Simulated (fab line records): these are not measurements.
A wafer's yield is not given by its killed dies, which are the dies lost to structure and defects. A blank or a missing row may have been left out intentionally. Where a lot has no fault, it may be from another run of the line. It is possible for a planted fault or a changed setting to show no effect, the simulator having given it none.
Matching of chambers + flow nand_harc + NHARC_A_BONDPAD_DEP_00 on pecvd-03: 3 sister chambers
The step deposits SiCN, target thk 250 nm. 14 wafers are shown with their chamber, then 7 later ones without.

== WAFERS, EACH WITH ITS CHAMBER ==
| wafer  | chamber | heater_power_w (W) | rf_fwd_power_W (W) |
|--------|---------|--------------------|--------------------|
| L764.2 | 0       | 797                | 447.4              |
| L764.3 | 1       | 420                | 446.4              |
| L764.6 | 1       | 434                | 450.3              |
| L768.1 | 0       | 826                | 447.9              |
| L768.4 | 2       | 549                | 451.0              |
| L768.6 | 1       | 505                | 449.8              |
| L767.1 | 0       | 743                | 449.7              |
| L767.4 | 2       | 518                | 448.3              |
| L767.6 | 0       | 731                | 450.4              |
| L770.1 | 0       | 735                | 447.3              |
| L770.3 | 1       | 437                | 449.1              |
| L770.4 | 1       | 459                | 450.7              |
| L774.3 | 1       | 483                | 447.7              |
| L774.4 | 0       | 716                | 449.7              |

SIGNATURES, as means of the wafers listed above
| reading        | chamber 0 | chamber 1 | chamber 2 | scatter within a chamber |
|----------------|-----------|-----------|-----------|--------------------------|
| heater_power_w | 758.00    | 456.33    | 533.50    | 37.1                     |
| rf_fwd_power_W | 448.733   | 449.000   | 449.650   | 1.55                     |
Rule: a wafer lies at a distance from a chamber equal to the root of the sum of squares, over the readings, of (its reading less the chamber's mean, divided by the reading's scatter). If the next closest chamber is less than 2 further off than the closest, the wafer can't be placed; otherwise it belongs to the closest. How the scatter is found: for the shown wafers, subtract from each reading the mean of its chamber, square and add these, divide the total by (wafers less chambers), then take the root.

== WAFERS WHOSE CHAMBER IS MISSING ==
| wafer  | heater_power_w (W) | rf_fwd_power_W (W) |
|--------|--------------------|--------------------|
| L774.5 | 466                | 450.0              |
| L773.3 | 757                | 449.3              |
| L773.5 | 756                | 449.5              |
| L773.6 | 440                | 451.7              |
| L782.1 | 514                | 448.6              |
| L782.2 | 652                | 448.7              |
| L782.3 | 559                | 448.7              |

== EACH ONE'S CHAMBER ==
| wafer  | from the rows above     | in truth |
|--------|-------------------------|----------|
| L774.5 | can't be placed: 1 or 2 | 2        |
| L773.3 | 0                       | 0        |
| L773.5 | 0                       | 0        |
| L773.6 | can't be placed: 1 or 2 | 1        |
| L782.1 | can't be placed: 2 or 1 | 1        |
| L782.2 | can't be placed: 0 or 2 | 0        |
| L782.3 | can't be placed: 2 or 1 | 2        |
Correctly placed: 2 of 7. Cannot be placed on the basis of these rows: 5; the candidates contain the true chamber in 5. Wrongly placed: 0.
